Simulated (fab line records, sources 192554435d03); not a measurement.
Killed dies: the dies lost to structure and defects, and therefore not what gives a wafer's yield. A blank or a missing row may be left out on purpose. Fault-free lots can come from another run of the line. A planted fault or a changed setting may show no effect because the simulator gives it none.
Chamber matching :: flow n5-finfet :: rie-diel-06 running N5_BEOL_M4_ETCH_77: 4 sister chambers
The step etches underlayer in N2/H2, target depth 6.5 nm, time 5.2 s. 8 wafers are shown with their chamber, then 12 later ones without.

## WAFERS PAIRED WITH THEIR CHAMBERS
wafer: L085.2
chamber: 0
drypump-motor-current-A (A): 5.7
throttle-valve-pct (%): 17.69

wafer: L085.6
chamber: 1
drypump-motor-current-A (A): 5.0
throttle-valve-pct (%): 17.55

wafer: L087.1
chamber: 2
drypump-motor-current-A (A): 5.5
throttle-valve-pct (%): 18.27

wafer: L088.2
chamber: 2
drypump-motor-current-A (A): 5.4
throttle-valve-pct (%): 18.27

wafer: L088.5
chamber: 3
drypump-motor-current-A (A): 6.4
throttle-valve-pct (%): 18.31

wafer: L090.1
chamber: 1
drypump-motor-current-A (A): 5.0
throttle-valve-pct (%): 17.58

wafer: L090.2
chamber: 0
drypump-motor-current-A (A): 5.8
throttle-valve-pct (%): 17.73

wafer: L090.3
chamber: 3
drypump-motor-current-A (A): 6.4
throttle-valve-pct (%): 18.33

## WAFERS WITH NO CHAMBER GIVEN
wafer: L091.3
drypump-motor-current-A (A): 5.0
throttle-valve-pct (%): 17.58

wafer: L091.4
drypump-motor-current-A (A): 5.7
throttle-valve-pct (%): 17.71

wafer: L091.6
drypump-motor-current-A (A): 5.7
throttle-valve-pct (%): 17.73

wafer: L095.1
drypump-motor-current-A (A): 6.4
throttle-valve-pct (%): 18.37

wafer: L095.2
drypump-motor-current-A (A): 5.8
throttle-valve-pct (%): 17.72

wafer: L095.3
drypump-motor-current-A (A): 5.4
throttle-valve-pct (%): 18.30

wafer: L094.1
drypump-motor-current-A (A): 5.4
throttle-valve-pct (%): 18.30

wafer: L094.2
drypump-motor-current-A (A): 5.7
throttle-valve-pct (%): 17.73

wafer: L094.3
drypump-motor-current-A (A): 6.4
throttle-valve-pct (%): 18.33

wafer: L097.1
drypump-motor-current-A (A): 5.0
throttle-valve-pct (%): 17.59

wafer: L097.3
drypump-motor-current-A (A): 5.7
throttle-valve-pct (%): 17.73

wafer: L097.6
drypump-motor-current-A (A): 6.4
throttle-valve-pct (%): 18.36

## THE CHAMBER EACH PASSED THROUGH
wafer: L091.3
from the rows above: 1
in truth: 1

wafer: L091.4
from the rows above: 0
in truth: 0

wafer: L091.6
from the rows above: 0
in truth: 0

wafer: L095.1
from the rows above: 3
in truth: 3

wafer: L095.2
from the rows above: 0
in truth: 0

wafer: L095.3
from the rows above: 2
in truth: 2

wafer: L094.1
from the rows above: 2
in truth: 2

wafer: L094.2
from the rows above: 0
in truth: 0

wafer: L094.3
from the rows above: 3
in truth: 3

wafer: L097.1
from the rows above: 1
in truth: 1

wafer: L097.3
from the rows above: 0
in truth: 0

wafer: L097.6
from the rows above: 3
in truth: 3
12 of 12 placed correctly. From these rows, 0 cannot be placed. Wrongly placed: 0.
How it was worked out, from the rows above alone: a wafer's distance from a chamber is the root of the sum, over the readings, of the square of ((its reading less the chamber's mean) divided by the reading's scatter). The wafer belongs to the nearest chamber; if the next one is less than 2 further off, it can't be placed. For every chamber, the mean is computed from those of its wafers that are shown. The scatter is the square root of a quotient: the sum, over the shown wafers, of each reading's squared deviation from its chamber's mean, divided by wafers minus chambers.
